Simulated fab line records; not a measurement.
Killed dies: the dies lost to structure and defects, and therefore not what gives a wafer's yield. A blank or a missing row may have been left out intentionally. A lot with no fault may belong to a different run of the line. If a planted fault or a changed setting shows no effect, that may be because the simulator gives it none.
fab line records    flow nandHarc
[record] lots = 12  wafers = 36  lastDay = 33
route steps=1302 shown P_GATE@149 END@1302
lots that met no fault: from a run of the same line without faults
startH: the number of hours between the record's first day and the start of the first shown wafer of the lot    waitH: hours elapsed since this lot's preceding step    " the same as in the row above    L1.1+2: one row covering several wafers at once    - value missing, or start not given    * or withheld: withheld    < > ~ a bound
route shown NAME@n: NAME is a module with steps in the file, n the number in the route of the first one    usual: average and standard deviation across the fault-free wafers    same: alike in all rows    chamber/n: place in a boat    sites: per-site readings    _std_site: how widely they spread, as a standard deviation    _edge_site: outer sites' mean less inner sites'    radiusMm: how far each site lies from the wafer's centre    mask NAME#n: copy n    behind: tool/chamber where the wafer was last shaped    hold: the reason the lot was held/the length of the hold in hours/how it ended    device: names the non-switching transistor (n, p or np)    end of line: tests run on the same wafers once the route is complete    where a step has no rows: the recipe by itself    killed: at the first sort, the dies lost to defects and structure; wafer yield is something else    map: the dies of a wafer, with x for killed, . for not killed, _ for no die there
set.NAME: the setting the step ran with; set.NAME@STEP: the setting that earlier step ran with    model.NAME: the simulator's own value behind a step, which no gauge read
a sample of lots followed through the steps of the route, with each step as a table and each wafer as a row
services: when a tool's chamber went out of use (startH, in hours from the record's first day, below 0 if earlier), for how many hours, and the reason
[[steps]]
[step NHARC_P_GATE_ETCH_32]
[recipe] targetDepthA = 1500  overEtchFrac = 1  overEtchIonEnergyEv = 40  timeS = 100.1  hbrFlowSccm = 150  cl2FlowSccm = 50  rfW = 400  icpW = 400  biasW = 100  chemistry = HBr/Cl2
[usual] drypumpMotorCurrentA = 6.0/0.44  oesProductAu = 0.998/0.01  throttleValvePct = 26.405/0.009
lot.wafer  tool      chamber  startH  waitH  drypumpMotorCurrentA  oesProductAu  rfHoursCounterH  throttleValvePct
L126.1     rieSi-01  1        101.55  -      6.2                   1.014         0.4              26.408
L126.2     "         3        "       "      5.8                   1.012         0.4              26.396
L126.3     "         0        "       "      6.3                   1.000         0.4              26.405
L127.2     rieSi-04  1        116.80  -      6.5                   1.011         0.9              26.426
L127.1     "         2        "       "      5.3                   1.005         0.9              26.402
L127.6     "         1        "       "      6.5                   1.005         -                26.388
L131.1     rieSi-04  1        157.64  -      6.6                   1.003         1.2              26.396
L131.3     "         2        "       "      5.3                   1.008         1.2              26.396
L131.5     "         3        "       "      6.1                   0.987         -                26.413
L132.2     rieSi-03  3        167.80  -      6.2                   1.017         0.5              26.396
L132.3     "         0        "       "      5.7                   1.003         0.6              26.411
L132.5     "         2        "       "      5.9                   1.010         -                26.395
L134.2     rieSi-04  1        195.00  -      6.6                   1.008         0.2              26.402
L134.1     "         2        "       "      5.2                   0.987         0.1              26.411
L134.6     "         0        "       "      5.8                   0.978         -                26.407
L135.2     rieSi-04  2        197.36  -      5.3                   1.000         0.2              26.409
L135.1     "         3        "       "      6.1                   0.991         0.1              26.390
L135.6     "         3        "       "      6.0                   0.979         -                26.402
L136.3     rieSi-01  3        216.11  -      5.8                   1.003         0.1              26.393
L136.1     "         1        "       "      6.3                   0.999         0.1              26.418
L136.6     "         0        "       "      6.3                   0.994         -                26.400
L138.4     rieSi-04  0        239.68  -      5.9                   0.993         0.5              26.417
L138.1     "         1        "       "      6.6                   1.010         0.6              26.392
L138.6     "         2        "       "      5.3                   1.008         -                26.415
L145.4     rieSi-03  3        298.15  -      6.2                   0.998         0.2              26.413
L145.1     "         1        "       "      6.2                   1.005         0.2              26.411
L145.5     "         3        "       "      6.2                   0.999         -                26.389
L146.1     rieSi-01  2        308.73  -      6.7                   0.996         0.7              26.413
L146.6     "         2        "       "      6.7                   0.997         -                26.398
L146.5     "         3        "       "      5.8                   1.013         -                26.399
L147.3     rieSi-03  3        315.51  -      6.2                   1.004         0.4              26.401
L147.1     "         2        "       "      5.9                   0.996         0.3              26.414
L147.5     "         3        "       "      6.2                   0.998         -                26.403
L148.3     rieSi-04  2        325.42  -      5.3                   0.988         1.2              26.403
L148.1     "         0        "       "      5.8                   0.989         1.1              26.403
L148.6     "         0        "       "      5.8                   0.985         -                26.399
[step NHARC_P_GATE_EXPOSE_43]
[recipe] na = 0.6  targetCdNm = 720  doseMj = 14.81  maskId = P_NSD
[usual] reticleTempC = 23.00/0.099  stageVelMmS = 499.94/0.29
lot.wafer  tool           chamber  startH  waitH  mask        reticleTempC  stageVelMmS
L126.1     krfScanner-04  0        114.70  -      P_NSD#0     23.07         499.91
L126.2     "              0        "       "      P_NSD#0     23.05         500.10
L126.3     "              0        "       "      P_NSD#0     23.14         499.84
L127.1     krfScanner-04  0        130.12  -      P_NSD#0     23.03         499.94
L127.2     "              0        "       "      P_NSD#0     23.02         500.07
L127.6     "              0        "       "      P_NSD#0     23.11         499.86
L131.1     krfScanner-03  0        170.96  -      P_NSD#0     23.01         500.17
L131.3     "              0        "       "      P_NSD#0     23.01         500.06
L131.5     "              0        "       "      P_NSD#0     23.11         500.46
L132.2     krfScanner-04  0        178.88  -      P_NSD#0     22.93         500.03
L132.3     "              0        "       "      P_NSD#0     22.94         499.83
L132.5     "              0        "       "      P_NSD#0     22.98         499.99
L134.1     krfScanner-03  0        206.28  -      P_NSD#0     23.05         499.90
L134.2     "              0        "       "      P_NSD#0     22.89         500.34
L134.6     "              0        "       "      P_NSD#0     22.93         500.44
L135.1     krfScanner-03  0        208.35  -      P_NSD#0     22.97         499.82
L135.2     "              0        "       "      P_NSD#0     22.96         499.71
L135.6     "              0        "       "      P_NSD#0     22.94         500.25
L136.1     krfScanner-01  0        227.29  -      P_NSD_R1#0  22.92         499.25
L136.3     "              0        "       "      P_NSD_R1#0  22.96         499.42
L136.6     "              0        "       "      P_NSD_R1#0  23.02         499.67
L138.1     krfScanner-04  0        250.90  -      P_NSD#0     23.15         500.19
L138.4     "              0        "       "      P_NSD#0     23.14         499.49
L138.6     "              0        "       "      P_NSD#0     22.95         499.76
L145.1     krfScanner-03  0        309.30  -      P_NSD#0     22.81         499.59
L145.4     "              0        "       "      P_NSD#0     22.84         500.08
L145.5     "              0        "       "      P_NSD#0     22.97         499.58
L146.1     krfScanner-01  0        319.96  -      P_NSD#0     23.14         500.00
L146.5     "              0        "       "      P_NSD#0     23.07         500.11
L146.6     "              0        "       "      P_NSD#0     23.16         499.84
L147.1     krfScanner-04  0        326.71  -      P_NSD#0     22.83         499.88
L147.3     "              0        "       "      P_NSD#0     22.92         499.66
L147.5     "              0        "       "      P_NSD#0     22.75         499.90
L148.1     krfScanner-01  0        336.60  -      P_NSD#0     23.01         499.95
L148.3     "              0        "       "      P_NSD#0     23.00         499.93
L148.6     "              0        "       "      P_NSD#0     23.04         499.63
[step NHARC_P_GATE_CD_MEAS_46]
[recipe] targetCdNm = 720  landingEnergyEv = 500
[usual] cdNm = 719.8/1.9
lot.wafer  tool      chamber  startH  waitH  cdNm
L126.1     cdSem-03  0        114.85  -      723.1
L126.2     "         0        "       "      724.2
L126.3     "         0        "       "      723.5
L127.1     cdSem-02  0        130.29  -      721.2
L127.2     "         0        "       "      719.8
L127.6     "         0        "       "      720.6
L131.1     cdSem-03  0        171.11  -      718.9
L131.3     "         0        "       "      717.8
L131.5     "         0        "       "      719.5
L132.2     cdSem-02  0        179.04  -      720.3
L132.3     "         0        "       "      720.3
L132.5     "         0        "       "      719.5
L134.1     cdSem-02  0        206.43  -      719.8
L134.2     "         0        "       "      719.8
L134.6     "         0        "       "      720.6
L135.1     cdSem-03  0        208.51  -      719.0
L135.2     "         0        "       "      718.1
L135.6     "         0        "       "      719.0
L136.1     cdSem-03  0        227.45  -      620.7
L136.3     "         0        "       "      620.7
L136.6     "         0        "       "      623.7
L138.1     cdSem-01  0        251.06  -      716.3
L138.4     "         0        "       "      717.9
L138.6     "         0        "       "      718.4
L145.1     cdSem-03  0        309.45  -      719.5
L145.4     "         0        "       "      719.3
L145.5     "         0        "       "      719.1
L146.1     cdSem-01  0        320.13  -      721.6
L146.5     "         0        "       "      721.3
L146.6     "         0        "       "      721.7
L147.1     cdSem-03  0        326.87  -      718.2
L147.3     "         0        "       "      721.1
L147.5     "         0        "       "      718.0
L148.1     cdSem-02  0        336.76  -      722.9
L148.3     "         0        "       "      723.3
L148.6     "         0        "       "      723.1
[step NHARC_P_GATE_STRIP_111]
[recipe] powerW = 1500  tempC = 110  timeS = 250  chemistry = N2/H2
[usual] drypumpMotorCurrentA = 5.7/0.36  heaterPowerW = 92/4.6
lot.wafer  tool            chamber  startH  waitH  drypumpMotorCurrentA  heaterPowerW  rfHoursCounterH
L126.1     plasmaAsher-01  1        115.38  0.2    5.5                   93            26
L126.2     "               0        "       "      6.2                   86            26
L126.3     "               0        "       "      6.2                   86            -
L127.2     plasmaAsher-02  1        130.82  0.2    5.9                   96            9
L127.1     "               0        "       "      5.2                   96            9
L127.6     "               1        "       "      5.9                   98            -
L131.1     plasmaAsher-02  1        171.86  0.4    5.9                   95            27
L131.3     "               0        "       "      5.2                   94            -
L131.5     "               0        "       "      5.3                   93            -
L132.2     plasmaAsher-01  0        179.61  0.2    6.1                   85            0
L132.3     "               1        "       "      5.4                   95            -
L132.5     "               0        "       "      6.1                   84            -
L134.2     plasmaAsher-02  1        206.96  0.2    5.9                   97            35
L134.1     "               0        "       "      5.2                   94            35
L134.6     "               0        "       "      5.2                   93            -
L135.1     plasmaAsher-01  1        209.04  0.2    5.5                   93            5
L135.2     "               0        "       "      6.1                   84            5
L135.6     "               0        "       "      6.1                   83            -
L136.1     plasmaAsher-01  1        228.03  0.2    5.5                   95            9
L136.3     "               0        "       "      6.1                   85            -
L136.6     "               1        "       "      5.5                   96            -
L138.1     plasmaAsher-01  0        251.64  0.2    6.1                   84            14
L138.4     "               1        "       "      5.5                   96            -
L138.6     "               0        "       "      6.2                   83            -
L145.1     plasmaAsher-01  0        310.06  0.2    6.2                   83            29
L145.4     "               1        "       "      5.5                   94            -
L145.5     "               0        "       "      6.2                   85            -
L146.1     plasmaAsher-02  0        320.71  0.2    5.2                   93            11
L146.5     "               1        "       "      5.9                   97            -
L146.6     "               0        "       "      5.2                   94            -
L147.1     plasmaAsher-02  1        327.51  0.3    5.9                   97            13
L147.3     "               0        "       "      5.2                   90            -
L147.5     "               0        "       "      5.2                   91            -
L148.1     plasmaAsher-01  1        337.34  0.2    5.5                   94            35
L148.3     "               0        "       "      6.1                   84            -
L148.6     "               0        "       "      6.2                   86            -
[step NHARC_P_GATE_STRIP_76]
[recipe] powerW = 1500  tempC = 250  chemistry = O2
[usual] drypumpMotorCurrentA = 5.7/0.36  heaterPowerW = 344/19
lot.wafer  tool            chamber  startH  waitH  drypumpMotorCurrentA  heaterPowerW  rfHoursCounterH
L127.1     plasmaAsher-02  0        132.84  0.2    5.2                   350           10
L127.2     "               1        "       "      5.9                   351           10
L127.6     "               1        "       "      5.9                   349           -
L126.2     plasmaAsher-02  0        171.05  0.2    5.3                   342           26
L126.1     "               1        "       "      5.9                   358           26
L126.3     "               0        "       "      5.3                   353           -
L131.1     plasmaAsher-02  1        173.83  0.2    5.9                   364           29
L131.3     "               0        "       "      5.2                   343           -
L131.5     "               0        "       "      5.2                   341           -
L132.2     plasmaAsher-01  0        181.60  0.2    6.2                   309           1
L132.3     "               0        "       "      6.1                   316           -
L132.5     "               0        "       "      6.1                   316           -
L134.1     plasmaAsher-02  1        209.00  0.2    5.9                   358           36
L134.2     "               0        "       "      5.2                   351           36
L134.6     "               0        "       "      5.2                   346           -
L135.2     plasmaAsher-01  0        211.06  0.2    6.1                   315           6
L135.1     "               1        "       "      5.5                   366           6
L135.6     "               1        "       "      5.5                   365           -
L136.1     plasmaAsher-02  0        230.01  0.2    5.2                   354           40
L136.3     "               0        "       "      5.2                   351           -
L136.6     "               0        "       "      5.2                   352           -
L138.1     plasmaAsher-01  0        253.77  0.2    6.1                   317           15
L138.4     "               0        "       "      6.1                   305           -
L138.6     "               1        "       "      5.4                   366           -
L145.1     plasmaAsher-02  0        311.94  0.2    5.2                   354           10
L145.4     "               0        "       "      5.2                   345           -
L145.5     "               0        "       "      5.2                   343           -
L146.1     plasmaAsher-01  1        322.67  0.2    5.5                   346           31
L146.5     "               1        "       "      5.5                   349           -
L146.6     "               0        "       "      6.2                   312           -
L147.1     plasmaAsher-01  0        329.37  0.2    6.2                   309           33
L147.3     "               1        "       "      5.5                   365           -
L147.5     "               1        "       "      5.5                   364           -
L148.1     plasmaAsher-01  1        339.19  0.2    5.5                   357           35
L148.3     "               0        "       "      6.1                   314           -
L148.6     "               1        "       "      5.5                   356           -
[step NHARC_END_SORT_01]
[recipe] tempC = 25
[usual] killedAtArray = 55/22  killedAtOther = 1.1/1.4  killedAtPeriphery = 4/3.2  killedDies = 59/22  killedOpen = 3.3/1.8  killedShort = 2.5/1.5
[same] grossDies = 677
lot.wafer  tool       chamber  startH  waitH  killedAtArray  killedAtOther  killedAtPeriphery  killedDies  killedOpen  killedShort
L136.1     prober-01  0        679.40  2.5    19             2              71                 92          3           6
L136.3     prober-01  0        681.00  3.1    14             0              86                 100         1           0
L136.6     prober-01  0        683.41  4.0    28             3              70                 101         4           3
// killed by level:class
L136.1 P_GATE:areaExpose=60 A_CHANNEL_HOLE_D1:chamberFilmFlake=5 P_GATE:chamberFilmFlake=4 A_CONTACT:chamberFilmFlake=4 P_BONDPAD:chamberFilmFlake=3 A_CHANNEL_HOLE_D2:chamberFilmFlake=3 P_M1:geometricParticle:short=2 P_STI:geometricParticle:open=1
L136.3 P_GATE:areaExpose=80 A_CHANNEL_HOLE_D1:chamberFilmFlake=6 P_BONDPAD:chamberFilmFlake=5 A_CHANNEL_HOLE_D2:chamberFilmFlake=2 A_CONTACT:chamberFilmFlake=2 A_CHANNEL_FILL_D1:geometricParticle:open=1 P_GATE:chamberFilmFlake=1 A_SLIT:chamberFilmFlake=1
L136.6 P_GATE:areaExpose=63 A_CHANNEL_FILL_D2:chamberFilmFlake=7 P_GATE:chamberFilmFlake=4 A_CHANNEL_HOLE_D1:chamberFilmFlake=4 A_CONTACT:chamberFilmFlake=4 A_CHANNEL_HOLE_D2:chamberFilmFlake=3 A_M0:geometricParticle:open=2 P_BONDPAD:chamberFilmFlake=2
[[services]]
tool            chamber  startH  hours  kind
krfScanner-04   -        121.16  1.1    repair
plasmaAsher-02  -        121.79  2.8    repair
plasmaAsher-01  -        130.34  4.3    repair
rieSi-04        -        135.29  0.1    repair
rieSi-04        2        136.87  4.5    repair
krfScanner-01   -        140.03  4.0    pm
rieSi-04        -        151.19  1.1    repair
rieSi-04        -        165.00  9.0    pm
plasmaAsher-01  -        169.52  9.0    pm
rieSi-03        -        176.14  71.3   repair
krfScanner-04   -        182.00  4.0    pm
krfScanner-01   -        190.75  22.3   repair
rieSi-01        -        193.00  9.0    pm
krfScanner-04   -        215.07  33.3   repair
krfScanner-03   -        224.00  4.0    pm
plasmaAsher-02  -        249.36  9.0    pm
krfScanner-04   -        259.44  1.0    repair
rieSi-01        0        259.46  4.0    repair
krfScanner-03   -        266.90  0.2    repair
krfScanner-03   -        271.24  0.7    repair
krfScanner-03   -        279.09  0.9    repair
krfScanner-04   -        287.12  7.4    repair
plasmaAsher-02  -        308.61  1.9    repair
rieSi-04        3        317.08  17.8   repair
[[key]]
[firstSign] step = NHARC_P_GATE_EXPOSE_43  reading = mask  direction = changed
[effect] step = NHARC_P_GATE_CD_MEAS_46  reading = cdNm  direction = down  sigmas = 52  usual = 719.8  struck = 621.7
[effect] step = NHARC_END_SORT_01  reading = killedAtPeriphery  direction = up  sigmas = 23  usual = 4  struck = 76
[moreKillsBornAt] NHARC_P_GATE_EXPOSE_43@krfScanner-01 = 203
metAt NHARC_P_GATE_EXPOSE_43
struckLots L136
testerLeftOut L136
notActingAt NHARC_P_GATE_ETCH_32,NHARC_P_GATE_STRIP_111,NHARC_P_GATE_STRIP_76
[fault] kind = wrongMask  tool = any  chamber = -  onsetH = 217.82  steps = NHARC_P_GATE_EXPOSE_43  auxCopy = P_NSD_R1#0  cdOffsetNm = -98.808  scope = struckLotsOnly
// testerLeftOut: of these lots the tester's yield and bins aren't shown, on N5 and GAA mostly nor the transistor test; their killed dies are dies lost to structure and defects alone, not to doping, threshold or leakage, so they don't give the yield
